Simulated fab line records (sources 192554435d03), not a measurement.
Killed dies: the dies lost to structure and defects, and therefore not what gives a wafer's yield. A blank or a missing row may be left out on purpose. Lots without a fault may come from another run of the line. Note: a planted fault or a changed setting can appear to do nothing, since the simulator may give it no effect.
Comparing a struck lot with a sound one / flow n5Finfet / 36 out of 1938 route steps
Sound: wafers L689.4, L689.5, L689.6. Wafers L683.2, L683.4, L683.6 were the ones struck. At the end, the cause is stated.
Per side, at each step with rows, come the tool, then ch with its chambers, and then its first start. Under that, the readings that differ: sound wafers / struck wafers / difference of the means / sigmas: that difference in standard deviations of wafers without a fault.
alike: readings whose means differ by less than 2 such deviations, and words and numbers that are the same on both sides. not compared: withheld readings, readings that some wafer has no value for, bounds like >300 that may hide the same value, and numbers for which the record gives no deviation and whose values overlap.
Wherever a step has rows on one side only, a row that says differs or no value, or a row with sigmas, the two part there. When numbers do not overlap yet have no deviation, they are printed without sigmas and do not part them. Lack of a reading on every wafer of one side parts them only where that side has two or more wafers.

first, 9 steps without rows for these wafers: N5_STI_FIN_REVEAL_PRECLEAN_18 (cleans in SC2, time 45 s); N5_STI_FIN_REVEAL_SRD_28 (time 30 s); N5_DUMMY_GATE_PRECLEAN_00 (cleans in O3/DIW, time 60 s); N5_DUMMY_GATE_SRD_01 (time 30 s); N5_DUMMY_GATE_ALD_02 (deposits SiO2, target thk 2 nm, pulse time 1 s); N5_DUMMY_GATE_CVD_03 (deposits a-Si from SiH4, target thk 150 nm, time 8042 s); N5_DUMMY_GATE_PRECLEAN_46 (cleans in DIW, time 89.5 s); N5_DUMMY_GATE_SRD_47 (dry time 32 s); N5_DUMMY_GATE_CMP_04 (polishes a-Si).
N5_DUMMY_GATE_HM_DEP_06: deposits SiNx from DCS/NH3, target thk 80 nm, time 5141 s.
  sound on lpcvd-01 ch 1/79,1/84,1/89, day 7 05:34; struck on lpcvd-02 ch 1/70,1/79,1/89, day 5 19:32
reading=model.SiNx_of_DUMMY_GATE_HM_DEP_06.thkNm (nm); sound=80.4 80.2 80; struck=76.6 76.8 76.6; difference=-3.5; sigmas=
then, 24 steps without rows for these wafers: N5_DUMMY_GATE_PECVD_30 (deposits SiO2 from TEOS/O2, target thk 55 nm, time 10.8 s); N5_DUMMY_GATE_COAT_34 (time 60 s, resist thk 60 nm); N5_DUMMY_GATE_COAT_35 (time 60 s, resist thk 10 nm); N5_DUMMY_GATE_COAT_28 (time 60 s, resist thk 10 nm); N5_DUMMY_GATE_COAT_09 (resist thk 30 nm); N5_DUMMY_GATE_EBR_11; N5_DUMMY_GATE_SOFTBAKE_10 (time 60 s); N5_DUMMY_GATE_EXPOSE_12 (exposes mask GATE, target cd 25 nm); N5_DUMMY_GATE_PEB_13 (peb time 60 s); N5_DUMMY_GATE_DEVELOP_14 (develop time 30 s); N5_DUMMY_GATE_DESCUM_20 (chemistry O2, time 6.2 s); N5_DUMMY_GATE_ETCH_29 (etches underlayer in N2/H2, target depth 13 nm); N5_DUMMY_GATE_ETCH_36 (etches SiARC in CF4, target depth 13 nm); N5_DUMMY_GATE_ETCH_37 (etches SOC in N2/H2, target depth 60 nm, overetch 30 nm); N5_DUMMY_GATE_STRIP_38 (strips in N2/H2); N5_DUMMY_GATE_STRIP_39 (strips in N2/H2); N5_DUMMY_GATE_TRIM_49 (chemistry O2, time 29 s, target cd 14 nm); N5_DUMMY_GATE_STRIP_40 (strips in CF4); N5_DUMMY_GATE_ETCH_31 (etches SiO2 in C4F6/O2, target depth 82.5 nm, time 27.5 s); N5_DUMMY_GATE_STRIP_41 (strips in O2); N5_DUMMY_GATE_HM_OPEN_21 (chemistry CH3F/O2, target SiNx, target depth 120 nm, time 171.4 s); N5_DUMMY_GATE_ETCH_32 (etches SiO2 in CF4, target depth 3.5 nm, time 3.9 s); N5_DUMMY_GATE_ETCH_23 (etches poly-Si in HBr/Cl2/O2, target depth 41 nm, time 22.3 s); N5_DUMMY_GATE_ETCH_44 (etches poly-Si in HBr/O2, stops on SiO2, target depth 127.5 nm).
N5_ILD0_CMP_03: polishes, stops on SiNx, t overpolish 1.9 s, target thk 197.38 nm.
  sound on cmp-02 ch 0,3, day 8 01:47; struck on cmp-04 ch 1,2,3, day 6 14:36
reading=model.SiNx_of_DUMMY_GATE_HM_DEP_06.thkNm (nm); sound=77.4 77.2 77; struck=73.6 73.8 73.6; difference=-3.5; sigmas=
  alike: motorCurrentA, overpolishRunS, timeToEndpointS
-- the record jumps here: 8 days lie between the struck wafers' starts before and after (it left off in module ILD0 and takes up again in module PASSIVATION, whose first step shown is number 1936 of the route) --
N5_PASSIVATION_PROBE_49:
  sound on prober-01 at day 17 17:03; struck on prober-02 at day 15 00:53
  alike: killed_at_M0_to_M3, killed_at_M4_up, killedAtContacts, killedAtFrontEnd, killedAtOther, killedDies, killedOpen, killedShort

== WHERE THEY PART ==
Nowhere in this record.

WHY: what the simulator had put in
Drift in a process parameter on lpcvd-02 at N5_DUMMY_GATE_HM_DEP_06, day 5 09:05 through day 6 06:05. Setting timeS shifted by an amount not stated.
